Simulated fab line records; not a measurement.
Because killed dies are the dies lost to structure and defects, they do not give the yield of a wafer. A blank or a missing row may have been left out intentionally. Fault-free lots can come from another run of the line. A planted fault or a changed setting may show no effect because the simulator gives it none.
fab line records	flow n5Finfet
record: lots: 7	wafers: 21
route steps=1938 shown BEOL_M13@1696 BEOL_M14@1730 PASSIVATION@1901
startH: the number of hours between the record's first day and the start of the first shown wafer of the lot	waitH: hours elapsed since this lot's preceding step	" as in the row above	L1.1+2: a single row standing in for several wafers	- either no value or no given start	* or withheld: withheld	< > ~ a bound
route shown NAME@n: names a module that has steps shown in the file, with the first one's number in the route	usual: average and standard deviation across the fault-free wafers	same: alike in all rows	chamber/n: place in a boat	sites: readings site by site	_std_site: the values' standard deviation	_edge_site: outer sites' mean less inner sites'	radiusMm: how far each site lies from the wafer's centre	mask NAME#n: copy n	behind: the tool/chamber that last shaped the wafer	hold: why the lot went on hold/how many hours it stayed there/how the hold came to an end	device: names the non-switching transistor (n, p or np)	end of line: the route-end tests of the same wafers	a step without rows: its recipe alone	killed: dies lost to structure and defects at the first sort, not the wafer's yield	map: a wafer's dies, x killed, . not, _ none there
set.NAME: the setting the step ran with; set.NAME@STEP: the setting that earlier step ran with	model.NAME: the simulator's own value behind a step, which no gauge read
lots run with intentionally changed settings; tables by step, rows by wafer
== steps ==
step: N5_BEOL_M13_TRENCH_ETCH_34
recipe: chemistry: C4F8/O2/Ar	target: SiOC	targetDepthA: 4134.7	maskMaterial: SOC	pressureMtorr: 30	sourceW: 3000	biasW: 700	Ar_flow_sccm: 400	C4F8_flow_sccm: 15	O2_flow_sccm: 8	heInnerTorr: 15	heOuterTorr: 30	timeS: 162.6	ionEnergyEv: 250
lot.wafer	tool	chamber	startH	waitH	set.timeS	model.etch.depthNm
L076.1	rieDiel-03	2	270.26	0.0	162.6	407.1
L076.2	"	0	"	"	162.6	412.1
L076.6	"	1	"	"	194.3	491.2
L080.1	rieDiel-03	1	296.23	0.0	162.6	411.5
L080.2	"	2	"	"	162.6	404.7
L080.4	"	0	"	"	162.6	413.2
L082.1	rieDiel-02	2	296.48	0.0	162.6	416
L082.2	"	1	"	"	162.6	415.8
L082.6	"	0	"	"	162.6	410
L084.2	rieDiel-02	1	313.42	0.0	145.8	374.1
L084.3	"	2	"	"	145.8	366
L084.5	"	2	"	"	145.8	367.4
L089.2	rieDiel-02	3	344.17	0.0	162.6	414.3
L089.5	"	0	"	"	162.6	408.2
L089.6	"	1	"	"	147.4	373
L093.2	rieDiel-02	2	360.81	0.0	162.6	406.5
L093.3	"	1	"	"	162.6	416.1
L093.4	"	3	"	"	162.6	416.3
L095.4	rieDiel-02	2	390.79	0.0	162.6	404.9
L095.5	"	3	"	"	162.6	415.8
L095.6	"	0	"	"	127	316.7
step: N5_BEOL_M13_STRIP_70
recipe: chemistry: C4F8/O2/Ar	resist: SiARC	rfFrequencyHz: 6e+07
step: N5_BEOL_M13_OCD_MEAS_35
usual: trenchDepthNm: 411/4.8
lot.wafer	tool	chamber	startH	waitH	set.timeS@BEOL_M13_TRENCH_ETCH_34	trenchDepthNm
L076.1	ocd-01	-	270.43	0.0	162.6	407
L076.2	"	-	"	"	162.6	413
L076.6	"	-	"	"	194.3	491
L080.1	ocd-02	-	296.41	0.0	162.6	412
L080.2	"	-	"	"	162.6	405
L080.4	"	-	"	"	162.6	413
L082.1	ocd-02	-	296.65	0.0	162.6	416
L082.2	"	-	"	"	162.6	416
L082.6	"	-	"	"	162.6	410
L084.2	ocd-02	-	313.59	0.0	145.8	374
L084.3	"	-	"	"	145.8	366
L084.5	"	-	"	"	145.8	368
L089.2	ocd-02	-	344.35	0.0	162.6	415
L089.5	"	-	"	"	162.6	408
L089.6	"	-	"	"	147.4	373
L093.2	ocd-02	-	360.99	0.0	162.6	406
L093.3	"	-	"	"	162.6	416
L093.4	"	-	"	"	162.6	416
L095.4	ocd-01	-	390.97	0.0	162.6	405
L095.5	"	-	"	"	162.6	416
L095.6	"	-	"	"	127	317
step: N5_BEOL_M13_STRIP_37
recipe: chemistry: N2/H2	powerW: 1000	tempC: 250	h2Frac: 0.65	overashFraction: 0.3	pressureMtorr: withheld	n2FlowSccm: 1750	h2FlowSccm: 3250
step: N5_BEOL_M13_ETCH_38
recipe: chemistry: CF4/N2	target: SiCN	targetDepthA: 675	taperDeg: 2	timeS: 71.9	ionEnergyEv: 150	maskMaterial: SiO2	pressureMtorr: 40	sourceW: 430	biasW: 70	Ar_flow_sccm: 100	cf4FlowSccm: 60	n2FlowSccm: 60
step: N5_BEOL_M13_ECD_47
recipe: material: Cu	targetThkA: 9360
step: N5_BEOL_M13_ANNEAL_48
recipe: tempC: 225	timeS: 90	ambient: N2
step: N5_BEOL_M13_CMP_49
recipe: stopOn: SiOC	tOverpolishS: 17.1	downForcePsi: 1	platenRpm: 50	clearingPlatenDownForcePsi: 1.5	clearingPlatenRpm: 50	postCmpClean: cuAlkaline	targetThkNm: 420	clearingPlatenPadVelocityMS: 0.99484	padVelocityMS: 0.99484
lot.wafer	tool	chamber	startH	waitH	set.timeS@BEOL_M13_TRENCH_ETCH_34	model.Cu_of_BEOL_M13_ECD_47.thkNm
L076.2	cmp-04	2	272.18	0.2	162.6	418.6
L076.1	"	1	"	"	162.6	414.4
L076.6	"	2	"	"	194.3	498.6
L080.4	cmp-04	1	297.94	0.1	162.6	419.2
L080.2	"	3	"	"	162.6	410.8
L080.1	"	0	"	"	162.6	418.8
L082.1	cmp-01	3	302.91	0.3	162.6	421
L082.2	"	0	"	"	162.6	422.6
L082.6	"	3	"	"	162.6	415.2
L084.3	cmp-04	0	317.11	0.2	145.8	372.4
L084.2	"	1	"	"	145.8	379.8
L084.5	"	2	"	"	145.8	374.4
L089.2	cmp-01	2	349.04	0.3	162.6	422.2
L089.6	"	3	"	"	147.4	379.6
L089.5	"	0	"	"	162.6	417.4
L093.4	cmp-01	0	362.53	0.3	162.6	423.2
L093.2	"	1	"	"	162.6	412.6
L093.3	"	2	"	"	162.6	422.8
L095.4	cmp-03	2	395.90	0.2	162.6	413.2
L095.5	"	0	"	"	162.6	423.6
L095.6	"	1	"	"	127	324.2
step: N5_BEOL_M13_THK_MEAS_50
recipe: thkMeasGauge: xrf	reads: Cu_of_BEOL_M13_ECD_47
usual: M13_THK: 416/5.7
lot.wafer	tool	chamber	startH	waitH	set.timeS@BEOL_M13_TRENCH_ETCH_34	M13_THK[nm]
L076.1	filmMetro-02	-	272.48	-	162.6	417
L076.2	"	-	"	"	162.6	418
L076.6	"	-	"	"	194.3	501
L080.1	filmMetro-02	-	298.23	-	162.6	413
L080.2	"	-	"	"	162.6	407
L080.4	"	-	"	"	162.6	415
L082.1	filmMetro-01	-	303.16	-	162.6	419
L082.2	"	-	"	"	162.6	420
L082.6	"	-	"	"	162.6	412
L084.2	filmMetro-02	-	317.33	-	145.8	378
L084.3	"	-	"	"	145.8	370
L084.5	"	-	"	"	145.8	371
L089.2	filmMetro-02	-	349.22	-	162.6	417
L089.5	"	-	"	"	162.6	413
L089.6	"	-	"	"	147.4	375
L093.2	filmMetro-01	-	362.82	-	162.6	409
L093.3	"	-	"	"	162.6	420
L093.4	"	-	"	"	162.6	419
L095.4	filmMetro-02	-	396.13	0.2	162.6	410
L095.5	"	-	"	"	162.6	421
L095.6	"	-	"	"	127	323
step: N5_BEOL_M13_PRE_CLEAN_52
recipe: gas: NH3	timeS: 15	tempC: withheld	rfPowerW: 300
step: N5_BEOL_M13_DEP_53
recipe: material: SiCN	targetThkA: 500	tempC: withheld	precursor: 3MS/NH3	pressureTorr: 3	rfW: 675	timeS: 17.8
step: N5_BEOL_M13_RS_MEAS_54
recipe: thkMeasGauge: four-point-probe	reads: Cu_of_BEOL_M13_ECD_47+Ta_of_BEOL_M13_SPUTTER_44+TaN_of_BEOL_M13_SPUTTER_43
usual: M13_RS: 0.0452/0.00052
lot.wafer	tool	chamber	startH	waitH	set.timeS@BEOL_M13_TRENCH_ETCH_34	M13_RS[ohm/sq]
L076.1	filmMetro-02	-	272.63	0.1	162.6	0.0454
L076.2	"	-	"	"	162.6	0.0451
L076.6	"	-	"	"	194.3	0.0376
L080.1	filmMetro-01	-	298.36	0.0	162.6	0.0452
L080.2	"	-	"	"	162.6	0.0460
L080.4	"	-	"	"	162.6	0.0451
L082.1	filmMetro-02	-	303.29	0.0	162.6	0.0448
L082.2	"	-	"	"	162.6	0.0447
L082.6	"	-	"	"	162.6	0.0455
L084.2	filmMetro-02	-	317.46	0.1	145.8	0.0499
L084.3	"	-	"	"	145.8	0.0508
L084.5	"	-	"	"	145.8	0.0506
L089.2	filmMetro-01	-	349.35	0.1	162.6	0.0446
L089.5	"	-	"	"	162.6	0.0452
L089.6	"	-	"	"	147.4	0.0499
L093.2	filmMetro-02	-	362.95	0.1	162.6	0.0458
L093.3	"	-	"	"	162.6	0.0446
L093.4	"	-	"	"	162.6	0.0445
L095.4	filmMetro-02	-	396.26	0.0	162.6	0.0457
L095.5	"	-	"	"	162.6	0.0445
L095.6	"	-	"	"	127	0.0588
step: N5_BEOL_M14_ETCH_59
recipe: chemistry: N2/H2	target: BARC	targetDepthA: 890	overetchA: 267	timeS: 67.9	ionEnergyEv: 200	pressureMtorr: 30	sourceW: 840	biasW: 150	n2FlowSccm: 200	h2FlowSccm: 200
lot.wafer	tool	chamber	startH	waitH	set.timeS	model.coat_of_BEOL_M14_COAT_04.thkNm
L076.1	rieDiel-05	0	273.32	0.0	67.9	715
L076.2	"	1	"	"	81	704.2
L076.6	"	1	"	"	81	705.6
L080.1	rieDiel-06	0	299.04	0.0	79.81	706.2
L080.2	"	1	"	"	67.9	717
L080.4	"	2	"	"	79.81	706.4
L082.1	rieDiel-01	2	304.10	0.0	67.9	714.2
L082.2	"	0	"	"	67.9	715.2
L082.6	"	1	"	"	59.81	724.6
L084.2	rieDiel-01	1	319.19	0.0	67.9	718.4
L084.3	"	2	"	"	59.91	723.2
L084.5	"	0	"	"	59.91	727
L089.2	rieDiel-05	1	350.19	0.0	56.26	728
L089.5	"	1	"	"	67.9	714
L089.6	"	2	"	"	67.9	713.8
L093.2	rieDiel-06	1	364.12	0.0	67.9	716.8
L093.3	"	2	"	"	67.9	715.6
L093.4	"	0	"	"	67.9	714.4
L095.4	rieDiel-01	0	396.95	0.0	67.9	715.4
L095.5	"	3	"	"	58.73	728.4
L095.6	"	0	"	"	58.73	725.8
step: N5_PASSIVATION_EXPOSE_27
recipe: maskId: PAD	na: 0.55	sourceShape: conventional	sigmaOuter: 0.8	polarization: unpolarized	defocusNm: 0	doseMj: 32.3
lot.wafer	tool	chamber	startH	waitH	mask	set.doseMj
L076.1+2	krfScanner-02	0	293.07	-	PAD#0	31.57
L076.6	"	0	"	"	PAD#0	32.3
L080.1+2	krfScanner-01	0	320.15	-	PAD#0	32.96
L080.4	"	0	"	"	PAD#0	32.3
L082.1+2	krfScanner-02	0	324.63	-	PAD#0	30.78
L082.6	"	0	"	"	PAD#0	32.3
L084.2+5	krfScanner-01	0	347.57	-	PAD#0	33.94
L084.3	"	0	"	"	PAD#0	32.3
L089.2+5	krfScanner-01	0	369.59	-	PAD#0	34.29
L089.6	"	0	"	"	PAD#0	32.3
L093.2+3+4	krfScanner-01	0	390.54	-	PAD#0	32.3
L095.4+5	krfScanner-01	0	420.16	-	PAD#0	32.3
L095.6	"	0	"	"	PAD#0	33.97
step: N5_PASSIVATION_PEB_28
recipe: pebTempC: withheld	pebTimeS: *
lot.wafer	tool	chamber	startH	waitH	set.pebTimeS
L076.1	lithoTrack-05	0	293.13	0.1	*
L076.2+6	"	0	"	"	*
L080.1+2	lithoTrack-02	0	320.20	0.1	*
L080.4	"	0	"	"	*
L082.1+6	lithoTrack-05	0	324.69	0.1	*
L082.2	"	0	"	"	*
L084.2+3	lithoTrack-05	0	347.63	0.0	*
L084.5	"	0	"	"	*
L089.2+5+6	lithoTrack-03	0	369.65	0.0	*
L093.2+3+4	lithoTrack-02	0	390.59	0.0	*
L095.4+5	lithoTrack-05	0	420.20	0.0	*
L095.6	"	0	"	"	*
step: N5_PASSIVATION_DEVELOP_29
recipe: developTimeS: 60	rinseLiquid: diw	dry: airSpin	devTempC: 21
step: N5_PASSIVATION_HARDBAKE_31
recipe: tempC: 130	timeS: 120
step: N5_PASSIVATION_CD_MEAS_30
recipe: targetCdNm: 4000	landingEnergyEv: 500	detector: seInlens	polarity: opening
usual: cdNm: 4000.6/1.7
lot.wafer	tool	chamber	startH	waitH	set.doseMj@PASSIVATION_EXPOSE_27	cdNm
L076.1	cdSem-02	0	293.25	-	31.57	3996.2
L076.2	"	0	"	"	31.57	4001.5
L076.6	"	0	"	"	32.3	4005.2
L080.1	cdSem-03	0	320.32	-	32.96	4003.6
L080.2	"	0	"	"	32.96	4002.1
L080.4	"	0	"	"	32.3	3996.4
L082.1	cdSem-02	0	324.81	-	30.78	3993.0
L082.2	"	0	"	"	30.78	3993.6
L082.6	"	0	"	"	32.3	4000.9
L084.2	cdSem-01	0	347.75	-	33.94	4009.5
L084.3	"	0	"	"	32.3	4001.5
L084.5	"	0	"	"	33.94	4009.8
L089.2	cdSem-01	0	369.77	-	34.29	4012.4
L089.5	"	0	"	"	34.29	4013.8
L089.6	"	0	"	"	32.3	4003.0
L093.2	cdSem-01	0	390.71	-	32.3	3997.6
L093.3	"	0	"	"	32.3	4000.9
L093.4	"	0	"	"	32.3	3997.8
L095.4	cdSem-01	0	420.32	-	32.3	4000.1
L095.5	"	0	"	"	32.3	4001.0
L095.6	"	0	"	"	33.97	4002.2
== key ==
split: step: N5_BEOL_M13_TRENCH_ETCH_34	setting: timeS	stated: 162.6	by: wafer
response: step: N5_BEOL_M13_TRENCH_ETCH_34	reading: model.etch.depthNm	change: +4.22	per: 1%	r: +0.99
response: step: N5_BEOL_M13_OCD_MEAS_35	reading: trenchDepthNm	change: +4.21	per: 1%	r: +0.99
response: step: N5_BEOL_M13_CMP_49	reading: model.Cu_of_BEOL_M13_ECD_47.thkNm	change: +4.27	per: 1%	r: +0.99
response: step: N5_BEOL_M13_THK_MEAS_50	reading: M13_THK	change: +4.26	per: 1%	r: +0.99
response: step: N5_BEOL_M13_RS_MEAS_54	reading: M13_RS	change: -0.000523	per: 1%	r: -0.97
split: step: N5_BEOL_M14_ETCH_59	setting: timeS	stated: 67.9	by: wafer
response: step: N5_BEOL_M14_ETCH_59	reading: model.coat_of_BEOL_M14_COAT_04.thkNm	change: -0.682	per: 1%	r: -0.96
split: step: N5_PASSIVATION_EXPOSE_27	setting: doseMj	stated: 32.3	by: wafer
response: step: N5_PASSIVATION_CD_MEAS_30	reading: cdNm	change: +1.44	per: 1%	r: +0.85
split: step: N5_PASSIVATION_PEB_28	setting: pebTimeS	stated: *	by: wafer
response none clear
